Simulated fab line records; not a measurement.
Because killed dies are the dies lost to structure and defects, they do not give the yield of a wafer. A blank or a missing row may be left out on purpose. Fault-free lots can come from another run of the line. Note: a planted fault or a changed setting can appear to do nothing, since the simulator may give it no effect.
Split-lot trial	flow n5_finfet	7 lots, 39 wafers read, on a route of 1938 steps

== SPLIT DETAILS ==
At N5_BEOL_M11_VIA_ETCH_34 (etches SiCOH lowk in C4F6/O2, target depth 184.5 nm, time 69.2 s), the setting time_s was moved away from the recipe's 69.2 s on 18 of the 39 wafers read, by -59.1% to +55.5%. For the rest of the wafers, this setting stayed at what the recipe calls for.

The split's own step is where the reading is taken.

== THE READING ==
SOC_of_BEOL_M11_COAT_63.thk_nm (the simulator's own value, which no gauge read), in nm, at N5_BEOL_M11_VIA_ETCH_34 (etches SiCOH lowk in C4F6/O2, target depth 184.5 nm, time 69.2 s). No usual value for it is given in the file. The 21 wafers here that ran the recipe average 91.8 nm, standard deviation 0.32 nm.

wafer	tool, chamber at the split	time_s as run, s	against the recipe	SOC_of_BEOL_M11_COAT_63.thk_nm, nm	against lot-mates on the recipe
L077.1	rie_diel-02, 2	69.2	recipe	92.6	-
L077.2	rie_diel-02, 1	57.4	-17.1%	93.4	+1.3
L077.3	rie_diel-02, 0	57.4	-17.1%	94	+1.9
L077.4	rie_diel-02, 3	57.4	-17.1%	93	+0.9
L077.5	rie_diel-02, 0	69.2	recipe	92	-
L077.6	rie_diel-02, 1	69.2	recipe	91.8	-
L079.1	rie_diel-04, 2	69.2	recipe	91.6	-
L079.3	rie_diel-04, 0	69.2	recipe	91.6	-
L079.4	rie_diel-04, 1	69.2	recipe	91.4	-
L087.1	rie_diel-02, 3	69.2	recipe	91.6	-
L087.2	rie_diel-02, 1	69.2	recipe	91.8	-
L087.3	rie_diel-02, 0	104.6	+51.2%	87.4	-4.4
L087.4	rie_diel-02, 2	104.6	+51.2%	87.8	-4.0
L087.5	rie_diel-02, 0	69.2	recipe	92	-
L087.6	rie_diel-02, 3	104.6	+51.2%	87.4	-4.4
L091.1	rie_diel-04, 0	107.6	+55.5%	87.4	-4.5
L091.2	rie_diel-04, 2	69.2	recipe	91.8	-
L091.3	rie_diel-04, 3	69.2	recipe	92	-
L091.4	rie_diel-04, 1	107.6	+55.5%	86.8	-5.1
L091.5	rie_diel-04, 3	69.2	recipe	91.8	-
L091.6	rie_diel-04, 2	107.6	+55.5%	87.6	-4.3
L092.1	rie_diel-06, 0	28.29	-59.1%	96.6	+4.9
L092.2	rie_diel-06, 1	69.2	recipe	91.2	-
L092.3	rie_diel-06, 2	69.2	recipe	92.2	-
L092.4	rie_diel-06, 2	69.2	recipe	91.8	-
L092.5	rie_diel-06, 1	28.29	-59.1%	96	+4.3
L092.6	rie_diel-06, 0	28.29	-59.1%	96.4	+4.7
L094.1	rie_diel-04, 1	69.2	recipe	91.8	-
L094.2	rie_diel-04, 0	30.14	-56.4%	96.6	+4.7
L094.3	rie_diel-04, 2	69.2	recipe	92	-
L094.4	rie_diel-04, 1	30.14	-56.4%	96.4	+4.5
L094.5	rie_diel-04, 2	30.14	-56.4%	96.8	+4.9
L094.6	rie_diel-04, 0	69.2	recipe	91.8	-
L095.1	rie_diel-06, 1	58.45	-15.5%	92.4	+1.0
L095.2	rie_diel-06, 3	69.2	recipe	91.4	-
L095.3	rie_diel-06, 0	58.45	-15.5%	92.4	+1.0
L095.4	rie_diel-06, 2	58.45	-15.5%	93	+1.6
L095.5	rie_diel-06, 1	69.2	recipe	91.2	-
L095.6	rie_diel-06, 2	69.2	recipe	91.6	-

FIT RESULTS
A straight line over all 39 wafers: SOC_of_BEOL_M11_COAT_63.thk_nm changes by -0.0815 nm for each +1% of time_s; r = -0.99; the points scatter about the line by 0.36 nm.
The same after taking each lot's own level away (the mean of its wafers on the recipe; 39 wafers): -0.0817 nm for each +1%; r = -0.99; scatter 0.27 nm.
According to that fit, moving time_s by its largest amount changes the reading by 4.8 nm.
Across the lots, their own levels run from 91.40 to 92.13 nm, a range of 2.3 times the standard deviation given above.
Consequently the slope shifts little with the lot-to-lot level, the two slopes agreeing.
Check: with one of the wafers moved furthest among these (-59.1%) left out of the fit, the line predicts +4.79 nm for it against its lot-mates. Against them it came out at +4.87 nm.

== THESE WAFERS: OTHER SPLITS ==
These wafers also went through other splits before the reading. Each is held against what the fit with the lots' levels taken away leaves over:
other split on the same wafers	wafers away from the commonest value	r with SOC_of_BEOL_M11_COAT_63.thk_nm (lot level and that fit taken away)
N5_BEOL_M8_TRENCH_ETCH_37 target_depth_a	9	-0.18
N5_BEOL_M9_DESCUM_16 time_s	18	+0.04

== THE WHOLE CHAIN: every reading that the file lists as answering this split, in the file's order ==
step	what it does	reading	change (the file's fit)	r (the file's)
N5_BEOL_M11_VIA_ETCH_34	etches SiCOH lowk in C4F6/O2, target depth 184.5 nm, time 69.2 s	etch.depth_nm (the simulator's own value, which no gauge read)	+1.85 nm for each +1% of the setting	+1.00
N5_BEOL_M11_VIA_ETCH_34	etches SiCOH lowk in C4F6/O2, target depth 184.5 nm, time 69.2 s	SOC_of_BEOL_M11_COAT_63.thk_nm (the simulator's own value, which no gauge read)	-0.0816 nm for each +1% of the setting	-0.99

== THE FILE'S OWN FIT ==
SOC_of_BEOL_M11_COAT_63.thk_nm changes by -0.0816 nm for each +1% of time_s, r = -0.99.
